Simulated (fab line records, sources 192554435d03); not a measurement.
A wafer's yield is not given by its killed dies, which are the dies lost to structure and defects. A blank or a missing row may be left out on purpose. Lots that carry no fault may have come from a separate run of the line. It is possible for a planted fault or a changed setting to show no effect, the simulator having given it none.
Matching of chambers | flow n5-finfet | N5_MOL_CONTACT_COAG_DESCUM_45 on rie-diel-02 has 4 sister chambers
The step chemistry O2, time 7 s. 4 wafers are shown with their chamber, then 8 later ones without.

== EACH WAFER AND ITS CHAMBER ==
wafer  | chamber | drypump-motor-current-A (A)
L085.1 | 3       | 5.8
L085.2 | 2       | 4.8
L085.3 | 0       | 6.2
L085.4 | 1       | 5.6

== WAFERS WITH NO CHAMBER GIVEN ==
wafer  | drypump-motor-current-A (A)
L085.5 | 4.9
L085.6 | 5.7
L096.1 | 6.2
L096.3 | 5.7
L096.6 | 5.7
L094.1 | 4.9
L094.2 | 5.7
L094.6 | 4.9

== CHAMBER TAKEN BY EACH ==
wafer  | from the rows above     | in truth
L085.5 | 2                       | 2
L085.6 | can't be placed: 3 or 1 | 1
L096.1 | 0                       | 0
L096.3 | can't be placed: 3 or 1 | 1
L096.6 | can't be placed: 3 or 1 | 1
L094.1 | 2                       | 2
L094.2 | can't be placed: 3 or 1 | 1
L094.6 | 2                       | 2
Placed correctly: 4 of 8. Can't be placed from these rows: 4 (the true chamber is among the candidates in 4). Number placed wrongly: 0.
How it was worked out, from the rows above alone: a wafer's distance from a chamber is the root of the sum, over the readings, of the square of ((its reading less the chamber's mean) divided by the reading's scatter). If the next closest chamber is less than 2 further off than the closest, the wafer can't be placed; otherwise it belongs to the closest. For every chamber, the mean is computed from those of its wafers that are shown. The scatter: root of mean squared gap, hidden wafer to nearest shown wafer, with one shown wafer a chamber.
